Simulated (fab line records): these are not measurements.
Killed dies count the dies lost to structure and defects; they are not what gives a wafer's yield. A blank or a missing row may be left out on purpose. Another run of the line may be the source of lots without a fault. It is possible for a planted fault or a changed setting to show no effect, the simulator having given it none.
Chamber matching -- flow nand_harc -- 4 sister chambers for NHARC_P_BONDPAD_DESCUM_11 on rie_diel-08
The step chemistry O2, time 3 s. 18 wafers are shown with their chamber, then 9 later ones without.

WAFERS, EACH WITH ITS CHAMBER
wafer,chamber,showerhead_plenum_p_Torr (Torr),drypump_motor_current_A (A),oes_product_au (a.u.)
L984.2,3,1.84,5.62,1.007
L984.4,1,1.99,6.32,0.992
L984.5,3,1.84,5.64,1.004
L983.2,0,1.90,5.89,1.006
L983.4,2,2.03,5.95,1.010
L983.6,2,2.03,5.95,1.004
L985.1,0,1.90,5.91,1.014
L985.3,1,1.99,6.33,0.993
L985.4,2,2.03,5.97,1.016
L986.2,1,1.99,6.31,0.988
L986.3,2,2.02,5.96,1.013
L986.6,0,1.90,5.86,1.011
L988.1,1,1.99,6.33,1.001
L988.4,3,1.84,5.66,1.008
L988.6,1,1.99,6.34,1.000
L989.2,2,2.02,5.95,1.015
L989.3,1,1.99,6.32,0.995
L989.5,2,2.02,5.93,1.011

SIGNATURES (averages over the wafers above)
reading,chamber 0,chamber 1,chamber 2,chamber 3,scatter within a chamber
showerhead_plenum_p_Torr,1.9000,1.9900,2.0250,1.8400,0.00327
drypump_motor_current_A,5.8867,6.3250,5.9517,5.6400,0.0158
oes_product_au,1.01033,0.99483,1.01150,1.00633,0.00429
Rule: a wafer lies at a distance from a chamber equal to the root of the sum of squares, over the readings, of (its reading less the chamber's mean, divided by the reading's scatter). If the next closest chamber is less than 2 further off than the closest, the wafer can't be placed; otherwise it belongs to the closest. The scatter is the square root of a quotient: the sum, over the shown wafers, of each reading's squared deviation from its chamber's mean, divided by wafers minus chambers.

WAFERS MISSING THEIR CHAMBER
wafer,showerhead_plenum_p_Torr (Torr),drypump_motor_current_A (A),oes_product_au (a.u.)
L997.1,1.90,5.86,1.003
L997.3,1.84,5.66,0.999
L997.6,1.90,5.90,0.999
L998.1,1.90,5.90,1.011
L998.3,2.02,5.98,1.011
L998.4,1.84,5.67,1.007
L999.1,1.90,5.89,1.007
L999.3,2.02,5.97,0.999
L999.6,1.84,5.65,1.002

WHICH CHAMBER EACH ONE RAN IN
wafer,from the rows above,in truth
L997.1,0,0
L997.3,3,3
L997.6,0,0
L998.1,0,0
L998.3,2,2
L998.4,3,3
L999.1,0,0
L999.3,2,2
L999.6,3,3
Correctly placed: 9 of 9. Left unplaced by these rows: 0. Wrongly placed: 0.
